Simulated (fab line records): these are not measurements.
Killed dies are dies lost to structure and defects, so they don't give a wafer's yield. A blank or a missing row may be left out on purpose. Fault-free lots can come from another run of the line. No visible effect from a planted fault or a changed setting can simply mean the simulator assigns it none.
Comparing a struck lot with a sound one    flow n5 finfet    40 steps out of a route of 1938
Sound: these wafers, L245.1, L245.4, L245.5. Struck: wafer L244.2. Last of all comes the cause.
Order at every step that has rows: each side's tool, ch and its chambers, its first start. Under that, the readings that differ: sound wafers    struck wafers    difference of the means    sigmas: that difference in standard deviations of wafers without a fault.
alike: readings with means less than 2 such deviations apart, plus words and numbers identical on both sides. not compared: withheld readings, readings lacking a value on some wafer, bounds such as >300 that could conceal the same value, and numbers that have no deviation in the record and whose values overlap.
A row with sigmas, a row that says differs or no value, or rows on one side alone: a step with any of these is where the two part. Non-overlapping numbers with no deviation appear without sigmas and do not part them. A reading missing from all wafers of one side parts the sides only when that side holds two or more wafers.

first, 9 steps without rows for these wafers: N5_MOL_CONTACT_COAG_PRE_CLEAN_121; N5_MOL_CONTACT_COAG_CVD_140 (deposits W, target thk 66.5 nm, time 215 s); N5_MOL_CONTACT_COAG_PRECLEAN_127 (cleans in DIW, time 57.5 s); N5_MOL_CONTACT_COAG_SRD_128 (dry time 32 s); N5_MOL_CONTACT_COAG_CMP_52 (polishes, stops on SiO2, t overpolish 1.5 s, target thk 66.5 nm); N5_MOL_CONTACT_COAG_ANNEAL_112 (time 1800 s); N5_BEOL_M0_SAQP_PECVD_00 (deposits SiCN from 3MS/NH3, target thk 8 nm, time 14 s); N5_BEOL_M0_SAQP_ILD_DEP_01 (deposits SiOC from DEMS/O2, target thk 45.419 nm, time 8.7 s); N5_BEOL_M0_SAQP_HM_DEP_02 (deposits TiN, target thk 12 nm).
N5_BEOL_M0_SAQP_PECVD_03: deposits SiCN from 3MS/NH3, target thk 12 nm, time 21.1 s.
  sound on pecvd-04 ch 0,1, day 7 15:13; struck on pecvd-01 ch 1, day 7 11:56
reading                                          sound           struck  difference  sigmas
run length s (s)                                 50.6 50.7 50.1  43.9    -6.6        -11
throttle valve pct (%)                           9.2 10.2 9.2    7.7     -1.8        -3
model.SiCN_of_BEOL_M0_SAQP_PECVD_03.thk nm (nm)  11.8 12.2 12.2  8       -4          
  alike: showerhead plenum p Torr
then, 25 steps without rows for these wafers: N5_BEOL_M0_SAQP_PECVD_96 (deposits a-Si from SiH4/He, target thk 45 nm, time 45.2 s); N5_BEOL_M0_SAQP_PECVD_97 (deposits SiNx from SiH4/NH3/N2, target thk 23 nm, time 19.9 s); N5_BEOL_M0_SAQP_PECVD_04 (deposits a-Si from SiH4/He, target thk 60 nm, time 60.2 s); N5_BEOL_M0_SAQP_HM_DEP_111 (deposits SiO2 from SiH4/N2O, target thk 12 nm, time 7.2 s); N5_BEOL_M0_SAQP_COAT_81 (time 60 s, resist thk 100 nm); N5_BEOL_M0_SAQP_COAT_82 (time 60 s, resist thk 30 nm); N5_BEOL_M0_SAQP_COAT_08 (resist thk 90 nm); N5_BEOL_M0_SAQP_EBR_10; N5_BEOL_M0_SAQP_SOFTBAKE_09 (time 60 s); N5_BEOL_M0_SAQP_EXPOSE_11 (exposes mask M0 CORE, target cd 42 nm); N5_BEOL_M0_SAQP_PEB_12 (peb time 60 s); N5_BEOL_M0_SAQP_DEVELOP_13 (develop time 30 s); N5_BEOL_M0_SAQP_DESCUM_19 (chemistry O2, time 7.9 s); N5_BEOL_M0_SAQP_ETCH_83 (etches SiARC in CF4, target depth 39 nm, time 65 s); N5_BEOL_M0_SAQP_ETCH_84 (etches SOC in N2/H2, target depth 100 nm, overetch 20 nm, time 150 s); N5_BEOL_M0_SAQP_STRIP_80 (strips in N2/H2); N5_BEOL_M0_SAQP_HM_OPEN_112 (chemistry CHF3/O2, target SiO2, stops on a-Si, target depth 12 nm, time 13.5 s); N5_BEOL_M0_SAQP_STRIP_113 (strips in CHF3/O2); N5_BEOL_M0_SAQP_MANDREL_ETCH_20 (etches a-Si in HBr/Cl2, stops on SiNx, target depth 60 nm, bt time 10 s, time 30 s); N5_BEOL_M0_SAQP_STRIP_86 (strips in N2/H2); N5_BEOL_M0_SAQP_STRIP_115 (strips in post etch residue remover, time 60 s); N5_BEOL_M0_SAQP_SRD_93 (time 30 s); N5_BEOL_M0_SAQP_RECESS_114 (chemistry HF/NH3, target SiO2, target depth 14.4 nm, afs cycles 3, sublimation time 60 s); N5_BEOL_M0_SAQP_SPACER1_ALD_98 (deposits SiO2, target thk 12.8 nm, pulse time 1 s, purge time 2 s); N5_BEOL_M0_SAQP_SPACER1_ETCHBACK_99 (etches SiO2 in CHF3/O2, target depth 15.4 nm, time 7.7 s).
N5_BEOL_M0_SAQP_RECESS_109: chemistry HF/NH3, target SiO2, target depth 3 nm, afs cycles 1, sublimation time 60 s.
  sound on vapor etch-01 ch 1, day 7 18:49; struck on vapor etch-01 ch 0, day 7 15:23
reading                                          sound                 struck  difference  sigmas
sublimation temp c (C)                           180.14 179.73 180.19  179.69  -0.33       -2
model.SiCN_of_BEOL_M0_SAQP_PECVD_03.thk nm (nm)  8.2 8.8 8.6           4.4     -4.1        
  alike: drypump motor current A
N5_BEOL_M0_ETCH_138: etches SiCN in CH3F/O2, target depth 12 nm, time 31.6 s.
  sound on rie diel-01 ch 1,2,3, day 7 22:13; struck on rie diel-01 ch 0, day 7 18:51
reading                   sound             struck  difference  sigmas
etch rf on time s (s)     27.4 30.0 29.5    32.1    +3.1        +4
model.etch.depth nm (nm)  8.278 8.739 8.59  9.231   +0.695      
  alike: drypump motor current A, oes product au, rf vpp V, showerhead plenum p Torr, throttle valve pct
  not compared: rf hours counter h
N5_BEOL_M0_ETCH_128: etches SiCN in CF4/N2, target depth 12 nm, overetch 5.1 nm, time 21.4 s.
  sound on rie diel-01 ch 0,1, day 8 01:12; struck on rie diel-05 ch 1, day 7 19:40
reading                   sound             struck  difference  sigmas
oes product au (a.u.)     0.56 0.54 0.54    0.76    +0.21       +4
model.etch.depth nm (nm)  8.278 8.739 8.59  12      +3          
  alike: drypump motor current A, rf vpp V, showerhead plenum p Torr, throttle valve pct
  not compared: rf hours counter h
-- a jump in the record: the struck wafers' starts before and after are 5 days apart (it breaks off in module BEOL_M0 and resumes in module BEOL_M4, where the first step shown is number 1111 of the route) --
N5_BEOL_M4_RC_MEAS_101:
  sound on prober-02 ch 0, day 12 17:55; struck on prober-01 ch 0, day 12 12:28
  alike: DIBL_N, DIBL_P, IOFF_N, IOFF_P, ION_N, ION_P, SS_N, SS_P, VT_N, VT_P
following that, these wafers have no rows for 1 step: N5_PASSIVATION_PROBE_49.

## WHERE THEY PART
Last at N5_BEOL_M0_ETCH_128 as far as this record goes, first at N5_BEOL_M0_SAQP_PECVD_03. Later steps at which nothing parts them and some readings are alike: N5_BEOL_M4_RC_MEAS_101.

WHY: whatever the simulator had introduced
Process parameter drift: pecvd-01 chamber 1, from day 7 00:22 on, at N5_BEOL_M0_SAQP_PECVD_03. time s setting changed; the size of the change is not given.
